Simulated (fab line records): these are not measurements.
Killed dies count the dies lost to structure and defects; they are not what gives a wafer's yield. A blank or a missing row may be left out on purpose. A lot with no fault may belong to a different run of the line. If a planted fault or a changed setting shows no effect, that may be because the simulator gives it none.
Chamber matching | flow nandHarc | 3 sister chambers for NHARC_P_M0_PRE_CLEAN_31 on pecvd-01
The step time 12 s. 6 wafers are shown with their chamber, then 7 later ones without.

EACH WAFER AND ITS CHAMBER
wafer  | chamber | heaterPowerOuterW (W) | heaterPowerW (W)
L079.4 | 1       | 351                   | 612
L081.4 | 2       | 329                   | 542
L081.5 | 2       | 329                   | 549
L084.6 | 1       | 361                   | 654
L086.1 | 0       | 402                   | 623
L086.4 | 0       | 392                   | 604

WAFERS WHOSE CHAMBER IS MISSING
wafer  | heaterPowerOuterW (W) | heaterPowerW (W)
L086.5 | 338                   | 559
L089.1 | 463                   | 707
L089.2 | 371                   | 629
L089.6 | 454                   | 711
L097.1 | 265                   | 512
L097.4 | 314                   | 513
L097.5 | 464                   | 689

THE CHAMBER EACH PASSED THROUGH
wafer  | from the rows above     | in truth
L086.5 | 2                       | 2
L089.1 | 0                       | 0
L089.2 | can't be placed: 1 or 0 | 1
L089.6 | 0                       | 0
L097.1 | 2                       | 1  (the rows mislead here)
L097.4 | 2                       | 2
L097.5 | 0                       | 0
Placed correctly: 5 of 7. From these rows, 1 cannot be placed; in 1 the true chamber is one of the candidates. Wrongly placed: 1.
How it was worked out, from the rows above alone: a wafer's distance from a chamber is the root of the sum, over the readings, of the square of ((its reading less the chamber's mean) divided by the reading's scatter). The wafer belongs to the nearest chamber; if the next one is less than 2 further off, it can't be placed. The mean given for a chamber averages the wafers shown for that chamber. The scatter: the root of (the sum of the squares of (reading less its chamber's mean) over the shown wafers, divided by (wafers less chambers)).
